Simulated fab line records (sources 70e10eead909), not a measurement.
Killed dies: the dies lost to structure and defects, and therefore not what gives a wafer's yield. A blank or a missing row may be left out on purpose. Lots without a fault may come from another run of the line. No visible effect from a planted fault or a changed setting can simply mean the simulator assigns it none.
fab line records ; flow nand-harc
[record] lots = 6; wafers = 17; last-day = 32
route steps=1302 shown A_SOURCE_PLATE@414 A_ONON_D1@424 END@1302
lots that met no fault: taken from a fault-free run of the same line
start-h: hours from the record's first day to the start of the lot's first wafer shown ; wait-h: hours since the lot's step before ; " same as the row above ; L1.1+2: several wafers, shown together as one row ; - no value, or no start given ; * or withheld: withheld ; < > ~ a bound
route shown NAME@n: NAME is a module with steps in the file, n the number in the route of the first one ; usual: average and standard deviation across the fault-free wafers ; same: alike in all rows ; chamber/n: place in a boat ; sites: each site's reading ; _std_site: standard deviation of those values ; _edge_site: outer sites' mean less inner sites' ; radius-mm: for every site, how far away it sits from the centre of the wafer ; mask NAME#n: copy n ; behind: the tool/chamber that last shaped the wafer ; hold: cause of the lot's hold/its duration in hours/its outcome ; device: the transistor (n, p or np) that didn't switch ; end of line: the tests these same wafers got at the end of their route ; a step without rows: its recipe alone ; killed: at the first sort, the dies lost to defects and structure; wafer yield is something else ; map: per-die view of a wafer (x killed, . not killed, _ where there is no die)
set.NAME: setting as actually run; set.NAME@STEP: the setting as run at that earlier step ; model.NAME: the simulator's own value behind a step, which no gauge read
lots at selected steps of the route; one table per step, one row per wafer
services: the hour from which a tool's chamber was out of use, counted from the record's first day as start-h (under 0 if before that day), plus the number of hours and why
[[steps]]
[step NHARC_A_SOURCE_PLATE_SRD_01]
[step NHARC_A_SOURCE_PLATE_OXIDE_02]
[recipe] target-thk-a = 100; temp-c = 900; ox-time-s = 1362; material = SiO2
[step NHARC_A_SOURCE_PLATE_THK_MEAS_09]
[recipe] thk-meas-gauge = ellipsometry
[usual] thk-nm = 9.6/0.97
lot.wafer;tool;chamber;start-h;wait-h;thk-nm
L869.1;film-metro-01;-;203.71;0.4;10.7
L869.2;film-metro-01;-;203.71;0.4;8.6
L869.3;film-metro-01;-;203.71;0.4;9.0
L873.1;film-metro-01;-;243.61;0.4;9.4
L873.4;film-metro-01;-;243.61;0.4;9.1
L875.1;film-metro-02;-;258.82;0.4;8.5
L875.4;film-metro-02;-;258.82;0.4;9.0
L875.5;film-metro-02;-;258.82;0.4;8.4
L882.4;film-metro-01;-;337.25;0.4;9.7
L882.5;film-metro-01;-;337.25;0.4;9.1
L882.6;film-metro-01;-;337.25;0.4;9.3
L884.1;film-metro-02;-;342.64;0.4;10.2
L884.2;film-metro-02;-;342.64;0.4;9.4
L884.4;film-metro-02;-;342.64;0.4;8.4
L883.2;film-metro-01;-;342.64;0.4;10.4
L883.3;film-metro-01;-;342.64;0.4;9.1
L883.6;film-metro-01;-;342.64;0.4;10.1
[step NHARC_A_SOURCE_PLATE_PVD_04]
[recipe] target-thk-a = 500; material = WSi2
[step NHARC_A_SOURCE_PLATE_CVD_03]
[recipe] target-thk-a = 2000; temp-c = 620; pressure-mtorr = 200; time-s = 4000; material = poly-Si
[step NHARC_A_SOURCE_PLATE_ANNEAL_05]
[recipe] temp-c = 850; time-s = 1800
[step NHARC_A_SOURCE_PLATE_THK_MEAS_06]
[recipe] thk-meas-gauge = ellipsometry
[usual] thk-nm = 200.4/1.9
lot.wafer;tool;chamber;start-h;wait-h;thk-nm
L869.1;film-metro-01;-;216.23;0.4;199.8
L869.2;film-metro-01;-;216.23;0.4;196.2
L869.3;film-metro-01;-;216.23;0.4;197.4
L873.1;film-metro-01;-;258.52;0.4;202.8
L873.4;film-metro-01;-;258.52;0.4;201.4
L875.1;film-metro-01;-;273.44;0.4;206.4
L875.4;film-metro-01;-;273.44;0.4;201.1
L875.5;film-metro-01;-;273.44;0.4;204.0
L882.4;film-metro-01;-;350.89;0.4;198.0
L882.5;film-metro-01;-;350.89;0.4;194.9
L882.6;film-metro-01;-;350.89;0.4;196.8
L884.1;film-metro-02;-;358.39;0.4;200.7
L884.2;film-metro-02;-;358.39;0.4;200.8
L884.4;film-metro-02;-;358.39;0.4;199.6
L883.2;film-metro-01;-;358.39;0.4;201.2
L883.3;film-metro-01;-;358.39;0.4;202.2
L883.6;film-metro-01;-;358.39;0.4;202.2
[step NHARC_A_SOURCE_PLATE_INSPECT_08]
[usual] raw-defect-count = 57/25
lot.wafer;tool;chamber;start-h;wait-h;raw-defect-count
L869.1;defect-inspect-02;-;216.29;0.0;60
L869.2;defect-inspect-02;-;216.29;0.0;81
L869.3;defect-inspect-02;-;216.29;0.0;120
L873.1;defect-inspect-01;-;258.58;0.0;47
L873.4;defect-inspect-01;-;258.58;0.0;67
L875.1;defect-inspect-01;-;273.50;0.0;47
L875.4;defect-inspect-01;-;273.50;0.0;46
L875.5;defect-inspect-01;-;273.50;0.0;72
L882.4;defect-inspect-02;-;350.99;0.0;48
L882.5;defect-inspect-02;-;350.99;0.0;43
L882.6;defect-inspect-02;-;350.99;0.0;48
L884.1;defect-inspect-01;-;358.45;0.0;38
L884.2;defect-inspect-01;-;358.45;0.0;38
L884.4;defect-inspect-01;-;358.45;0.0;26
L883.2;defect-inspect-02;-;358.45;0.0;93
L883.3;defect-inspect-02;-;358.45;0.0;51
L883.6;defect-inspect-02;-;358.45;0.0;143
[step NHARC_A_ONON_D1_DEP_00]
[recipe] target-thk-a = 10000; n2-flow-sccm = 2750; n2o-flow-sccm = 2000; nh3-flow-sccm = 500; sih4-flow-sccm = 210; temp-c = 400
[step NHARC_A_ONON_D1_THK_MEAS_02]
[recipe] thk-meas-gauge = ellipsometry
[usual] thk-nm = 1003/10
lot.wafer;tool;chamber;start-h;wait-h;thk-nm
L869.1;film-metro-01;-;216.87;-;1002
L869.2;film-metro-01;-;216.87;-;1001
L869.3;film-metro-01;-;216.87;-;1001
L873.1;film-metro-02;-;259.16;-;987
L873.4;film-metro-02;-;259.16;-;986
L875.1;film-metro-02;-;274.08;-;1005
L875.4;film-metro-02;-;274.08;-;1007
L875.5;film-metro-02;-;274.08;-;1007
L882.4;film-metro-01;-;351.57;-;1015
L882.5;film-metro-01;-;351.57;-;1013
L882.6;film-metro-01;-;351.57;-;1013
L884.1;film-metro-02;-;359.03;-;994
L884.2;film-metro-02;-;359.03;-;993
L884.4;film-metro-02;-;359.03;-;994
L883.2;film-metro-01;-;359.03;-;989
L883.3;film-metro-01;-;359.03;-;987
L883.6;film-metro-01;-;359.03;-;989
[step NHARC_A_ONON_D1_DEP_03]
[recipe] target-thk-a = 10000; n2-flow-sccm = 2750; n2o-flow-sccm = 2000; nh3-flow-sccm = 500; sih4-flow-sccm = 210; temp-c = 400
lot.wafer;tool;chamber;start-h;wait-h
L869.1+2+3;pecvd-onon-04;0;216.92;0.1
L873.1+4;pecvd-onon-02;0;259.21;0.1
L875.1+4+5;pecvd-onon-02;0;274.13;0.1
L882.4+5+6;pecvd-onon-02;0;351.80;0.2
L884.1+2+4;pecvd-onon-04;0;359.09;0.1
L883.2+3+6;pecvd-onon-02;0;359.14;0.1
[step NHARC_A_ONON_D1_THK_MEAS_05]
[recipe] thk-meas-gauge = ellipsometry
[usual] thk-nm = 1000/12
lot.wafer;tool;chamber;start-h;wait-h;thk-nm
L869.1;film-metro-02;-;217.43;-;1002
L869.2;film-metro-02;-;217.43;-;1006
L869.3;film-metro-02;-;217.43;-;1002
L873.1;film-metro-02;-;259.73;-;1499
L873.4;film-metro-02;-;259.73;-;1500
L875.1;film-metro-01;-;274.65;-;1489
L875.4;film-metro-01;-;274.65;-;1491
L875.5;film-metro-01;-;274.65;-;987
L882.4;film-metro-01;-;352.14;-;992
L882.5;film-metro-01;-;352.14;-;990
L882.6;film-metro-01;-;352.14;-;988
L884.1;film-metro-02;-;359.59;-;1004
L884.2;film-metro-02;-;359.59;-;1002
L884.4;film-metro-02;-;359.59;-;1004
L883.2;film-metro-01;-;359.60;-;982
L883.3;film-metro-01;-;359.60;-;983
L883.6;film-metro-01;-;359.60;-;983
[step NHARC_A_ONON_D1_DEP_06]
[recipe] target-thk-a = 10000; n2-flow-sccm = 2750; n2o-flow-sccm = 2000; nh3-flow-sccm = 500; sih4-flow-sccm = 210; temp-c = 400
[step NHARC_END_SORT_01]
[recipe] temp-c = 25
[usual] killed-at-array = 57/20; killed-at-other = 1.0/1.5; killed-at-periphery = 3.5/2.5; killed-dies = 62/21; killed-open = 3.5/1.9; killed-short = 2.4/1.6
[same] gross-dies = 677
lot.wafer;tool;chamber;start-h;wait-h;killed-at-array;killed-at-other;killed-at-periphery;killed-dies;killed-open;killed-short
L873.1;prober-02;0;662.46;2.5;670;3;4;677;2;4
L873.4;prober-02;0;664.86;3.4;670;3;4;677;5;3
L875.1;prober-02;0;680.07;2.5;673;0;4;677;2;2
L875.4;prober-02;0;682.50;3.4;672;1;4;677;7;2
// killed by level:class
L873.1 A_ONON_D1:area-dep=588 A_SLIT:chamber-film-flake=30 A_CHANNEL_HOLE_D1:chamber-film-flake=28 A_CHANNEL_HOLE_D2:chamber-film-flake=9 A_STAIRCASE:chamber-film-flake=5 A_CONTACT:chamber-film-flake=4 THIN_TSV:chamber-film-flake=3 A_M0:geometric-particle:short=2
L873.4 A_ONON_D1:area-dep=575 A_CHANNEL_HOLE_D1:chamber-film-flake=31 A_SLIT:chamber-film-flake=27 A_CHANNEL_HOLE_D2:chamber-film-flake=17 A_CONTACT:chamber-film-flake=11 THIN_TSV:chamber-film-flake=3 A_ONON_D1:geometric-particle:short=2 A_STAIRCASE:chamber-film-flake=2
L875.1 A_ONON_D1:area-dep=603 A_CHANNEL_HOLE_D1:chamber-film-flake=32 A_CHANNEL_HOLE_D2:chamber-film-flake=18 A_STAIRCASE:chamber-film-flake=9 A_SLIT:chamber-film-flake=3 P_M2:chamber-film-flake=2 P_CONTACT:geometric-particle:open=1 A_CHANNEL_HOLE_D1:geometric-particle:open=1
L875.4 A_ONON_D1:area-dep=598 A_CHANNEL_HOLE_D1:chamber-film-flake=37 A_CHANNEL_HOLE_D2:chamber-film-flake=20 A_STAIRCASE:chamber-film-flake=4 A_CONTACT:chamber-film-flake=3 A_ONON_D2:geometric-particle:open=2 A_M1:geometric-particle:open=2 P_STI:chamber-film-flake=2
// map L873.1 (x killed, . not)
____________x____________
_________xxxxxxx_________
_______xxxxxxxxxxx_______
______xxxxxxxxxxxxx______
_____xxxxxxxxxxxxxxx_____
____xxxxxxxxxxxxxxxxx____
____xxxxxxxxxxxxxxxxx____
___xxxxxxxxxxxxxxxxxxx___
___xxxxxxxxxxxxxxxxxxx___
__xxxxxxxxxxxxxxxxxxxxx__
__xxxxxxxxxxxxxxxxxxxxx__
_xxxxxxxxxxxxxxxxxxxxxxx_
_xxxxxxxxxxxxxxxxxxxxxxx_
_xxxxxxxxxxxxxxxxxxxxxxx_
_xxxxxxxxxxxxxxxxxxxxxxx_
_xxxxxxxxxxxxxxxxxxxxxxx_
xxxxxxxxxxxxxxxxxxxxxxxxx
xxxxxxxxxxxxxxxxxxxxxxxxx
xxxxxxxxxxxxxxxxxxxxxxxxx
xxxxxxxxxxxxxxxxxxxxxxxxx
xxxxxxxxxxxxxxxxxxxxxxxxx
_xxxxxxxxxxxxxxxxxxxxxxx_
_xxxxxxxxxxxxxxxxxxxxxxx_
_xxxxxxxxxxxxxxxxxxxxxxx_
_xxxxxxxxxxxxxxxxxxxxxxx_
_xxxxxxxxxxxxxxxxxxxxxxx_
__xxxxxxxxxxxxxxxxxxxxx__
__xxxxxxxxxxxxxxxxxxxxx__
___xxxxxxxxxxxxxxxxxxx___
___xxxxxxxxxxxxxxxxxxx___
____xxxxxxxxxxxxxxxxx____
____xxxxxxxxxxxxxxxxx____
_____xxxxxxxxxxxxxxx_____
______xxxxxxxxxxxxx______
_______xxxxxxxxxxx_______
_________xxxxxxx_________
____________x____________
// map L875.1 (x killed, . not)
____________x____________
_________xxxxxxx_________
_______xxxxxxxxxxx_______
______xxxxxxxxxxxxx______
_____xxxxxxxxxxxxxxx_____
____xxxxxxxxxxxxxxxxx____
____xxxxxxxxxxxxxxxxx____
___xxxxxxxxxxxxxxxxxxx___
___xxxxxxxxxxxxxxxxxxx___
__xxxxxxxxxxxxxxxxxxxxx__
__xxxxxxxxxxxxxxxxxxxxx__
_xxxxxxxxxxxxxxxxxxxxxxx_
_xxxxxxxxxxxxxxxxxxxxxxx_
_xxxxxxxxxxxxxxxxxxxxxxx_
_xxxxxxxxxxxxxxxxxxxxxxx_
_xxxxxxxxxxxxxxxxxxxxxxx_
xxxxxxxxxxxxxxxxxxxxxxxxx
xxxxxxxxxxxxxxxxxxxxxxxxx
xxxxxxxxxxxxxxxxxxxxxxxxx
xxxxxxxxxxxxxxxxxxxxxxxxx
xxxxxxxxxxxxxxxxxxxxxxxxx
_xxxxxxxxxxxxxxxxxxxxxxx_
_xxxxxxxxxxxxxxxxxxxxxxx_
_xxxxxxxxxxxxxxxxxxxxxxx_
_xxxxxxxxxxxxxxxxxxxxxxx_
_xxxxxxxxxxxxxxxxxxxxxxx_
__xxxxxxxxxxxxxxxxxxxxx__
__xxxxxxxxxxxxxxxxxxxxx__
___xxxxxxxxxxxxxxxxxxx___
___xxxxxxxxxxxxxxxxxxx___
____xxxxxxxxxxxxxxxxx____
____xxxxxxxxxxxxxxxxx____
_____xxxxxxxxxxxxxxx_____
______xxxxxxxxxxxxx______
_______xxxxxxxxxxx_______
_________xxxxxxx_________
____________x____________
[[services]]
tool;chamber;start-h;hours;kind
pecvd-onon-04;-;311.14;13.0;pm
[[key]]
[first-sign] step = NHARC_A_ONON_D1_THK_MEAS_05; reading = thk-nm; direction = up; sigmas = 42; usual = 1000; struck = 1495
[effect] step = NHARC_END_SORT_01; reading = killed-at-array; direction = up; sigmas = 30; usual = 57; struck = 671
[more-kills-born-at] NHARC_A_ONON_D1_DEP_03@pecvd-onon-02 = 2364
met-at NHARC_A_ONON_D1_DEP_03
struck-wafers L873.1,L873.4,L875.1,L875.4
later-rows-left-out L873.1,L873.4,L875.1,L875.4
tester-left-out L873,L875
[fault] kind = process-parameter-drift; tool = pecvd-onon-02; chamber = -; onset-h = 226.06; steps = NHARC_A_ONON_D1_DEP_03; channel = target-thk-a; offset = *; shape = step; end-h = 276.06; scope = struck-wafers-only; acts-in = *; stated = *
// tester-left-out: of these lots the tester's yield and bins aren't shown, on N5 and GAA mostly nor the transistor test; their killed dies are dies lost to structure and defects alone, not to doping, threshold or leakage, so they don't give the yield
// later-rows-left-out: the simulator's readings of these wafers behind a module that went badly wrong aren't trusted and aren't shown, but for the sort
